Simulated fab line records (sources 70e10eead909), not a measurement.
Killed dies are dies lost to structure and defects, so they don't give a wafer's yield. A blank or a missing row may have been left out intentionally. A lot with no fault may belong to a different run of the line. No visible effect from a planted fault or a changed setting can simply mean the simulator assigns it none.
Chamber matching :: flow nand_harc :: cmp-02 running NHARC_A_DECK1_JOINT_CMP_02: 4 sister chambers
The step polishes SiOx. 8 wafers are shown with their chamber, then 7 later ones without.

== WAFERS, EACH WITH ITS CHAMBER ==
wafer: L100.3
chamber: 3
motor_current_A (A): 11.2

wafer: L102.4
chamber: 2
motor_current_A (A): 9.9

wafer: L102.6
chamber: 0
motor_current_A (A): 12.3

wafer: L104.2
chamber: 2
motor_current_A (A): 10.5

wafer: L104.3
chamber: 0
motor_current_A (A): 12.6

wafer: L106.2
chamber: 1
motor_current_A (A): 11.1

wafer: L106.3
chamber: 3
motor_current_A (A): 11.4

wafer: L106.6
chamber: 1
motor_current_A (A): 11.6

== WAFERS WHOSE CHAMBER IS MISSING ==
wafer: L107.2
motor_current_A (A): 9.9

wafer: L107.3
motor_current_A (A): 13.2

wafer: L109.1
motor_current_A (A): 11.0

wafer: L109.2
motor_current_A (A): 11.5

wafer: L116.3
motor_current_A (A): 13.7

wafer: L116.4
motor_current_A (A): 11.4

wafer: L116.5
motor_current_A (A): 12.7

== WHICH CHAMBER EACH WENT THROUGH ==
wafer: L107.2
from the rows above: 2
in truth: 2

wafer: L107.3
from the rows above: 0
in truth: 0

wafer: L109.1
from the rows above: can't be placed: 3 or 1 or 2
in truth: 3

wafer: L109.2
from the rows above: can't be placed: 1 or 3
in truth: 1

wafer: L116.3
from the rows above: 0
in truth: 0

wafer: L116.4
from the rows above: can't be placed: 1 or 3
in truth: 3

wafer: L116.5
from the rows above: 0
in truth: 0
Correctly placed: 4 of 7. Not placeable from these rows: 3 (in 3, the candidates include the true chamber). Number placed wrongly: 0.
How it was worked out, from the rows above alone: a wafer's distance from a chamber is the root of the sum, over the readings, of the square of ((its reading less the chamber's mean) divided by the reading's scatter). The wafer belongs to the nearest chamber; if the next one is less than 2 further off, it can't be placed. A chamber's mean is the mean of its shown wafers. The scatter: the root of (the sum of the squares of (reading less its chamber's mean) over the shown wafers, divided by (wafers less chambers)).
